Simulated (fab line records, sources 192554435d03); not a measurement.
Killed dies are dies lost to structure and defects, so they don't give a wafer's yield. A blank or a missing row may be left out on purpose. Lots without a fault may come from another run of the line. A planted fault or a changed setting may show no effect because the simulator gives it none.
Chamber matching | flow n5_finfet | N5_SDB_HM_DEP_00 on pecvd-02: 3 sister chambers
The step deposits SiNx from SiH4/NH3/N2, target thk 40 nm, time 35.3 s. 6 wafers are shown with their chamber, then 9 later ones without.

WAFERS WITH THEIR CHAMBER
wafer  | chamber | throttle_valve_pct (%) | showerhead_plenum_p_Torr (Torr)
L080.4 | 0       | 38.7                   | 5.24
L082.1 | 2       | 37.2                   | 5.19
L082.6 | 0       | 38.8                   | 5.25
L085.2 | 1       | 43.1                   | 5.00
L085.4 | 1       | 43.4                   | 4.98
L085.6 | 2       | 37.3                   | 5.18

WAFERS WITHOUT THEIR CHAMBER
wafer  | throttle_valve_pct (%) | showerhead_plenum_p_Torr (Torr)
L087.4 | 37.1                   | 5.18
L087.5 | 38.6                   | 5.24
L087.6 | 43.2                   | 4.99
L092.1 | 36.9                   | 5.17
L092.3 | 43.3                   | 4.98
L092.6 | 43.4                   | 4.98
L094.1 | 43.2                   | 4.99
L094.2 | 37.2                   | 5.18
L094.5 | 37.1                   | 5.19

WHICH CHAMBER EACH WENT THROUGH
wafer  | from the rows above | in truth
L087.4 | 2                   | 2
L087.5 | 0                   | 0
L087.6 | 1                   | 1
L092.1 | 2                   | 2
L092.3 | 1                   | 1
L092.6 | 1                   | 1
L094.1 | 1                   | 1
L094.2 | 2                   | 2
L094.5 | 2                   | 2
Placed correctly: 9 of 9. Can't be placed from these rows: 0. Placed wrongly: 0.
How it was worked out, from the rows above alone: a wafer's distance from a chamber is the root of the sum, over the readings, of the square of ((its reading less the chamber's mean) divided by the reading's scatter). The wafer belongs to the nearest chamber; if the next one is less than 2 further off, it can't be placed. A chamber's mean is the mean of its shown wafers. The scatter: the root of (the sum of the squares of (reading less its chamber's mean) over the shown wafers, divided by (wafers less chambers)).
